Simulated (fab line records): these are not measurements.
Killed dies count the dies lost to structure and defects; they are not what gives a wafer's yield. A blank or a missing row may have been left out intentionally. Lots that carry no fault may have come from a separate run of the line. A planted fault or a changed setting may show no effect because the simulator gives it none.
Which tool was responsible?	flow n5Finfet	12 lots, 36 wafers sampled, at 1 step of a route of 1938

## WHAT THE GAUGES SHOWED, per wafer
N5_BEOL_M0_SAQP_INSPECT_42: inspects for defects (brightfield).
lot	measured	on	rawDefectCount
L075	day 6 01:36	defectInspect-02	390 346 510
L077	day 6 15:27	defectInspect-02	446 354 289
L079	day 6 23:50	defectInspect-02	343 339 232
L081	day 7 11:05	defectInspect-01	289 209 316
L083	day 7 21:58	defectInspect-01	202 164 151
L085	day 8 19:14	defectInspect-02	553 442 625
L087	day 9 01:50	defectInspect-02	266 254 195
L089	day 9 13:57	defectInspect-01	240 330 241
L091	day 9 21:05	defectInspect-01	393 304 279
L093	day 10 12:29	defectInspect-01	152 208 238
L095	day 11 00:43	defectInspect-01	184 270 272
L097	day 11 12:05	defectInspect-01	372 296 353

## WHICH TOOL RAN EACH LOT (tool, then ch and the chambers of the sampled wafers, then the start)
There is no process step in the record ahead of these readings.

## THE ANSWER, worked out from the rows above alone
Rule: usual is defined by the lots themselves. Put in order of their means at a reading, lots are off if they are a third of the lots or fewer, leave a main group of 4 or more, and stand apart from it by a gap of 3 or more times the standard deviation of the main group's means; of several such gaps the widest counts. If all means in a main group match to the digits the tables above print for the reading, that group is not used. Also off: a lot with no number at a reading for which 4 or more lots have one. Where the step has rows for the other lots, those lots are counted as sound.
Across all readings shown, no lot is off: no conclusion can be drawn from this.

## WHAT THE SIMULATOR HAD INSERTED
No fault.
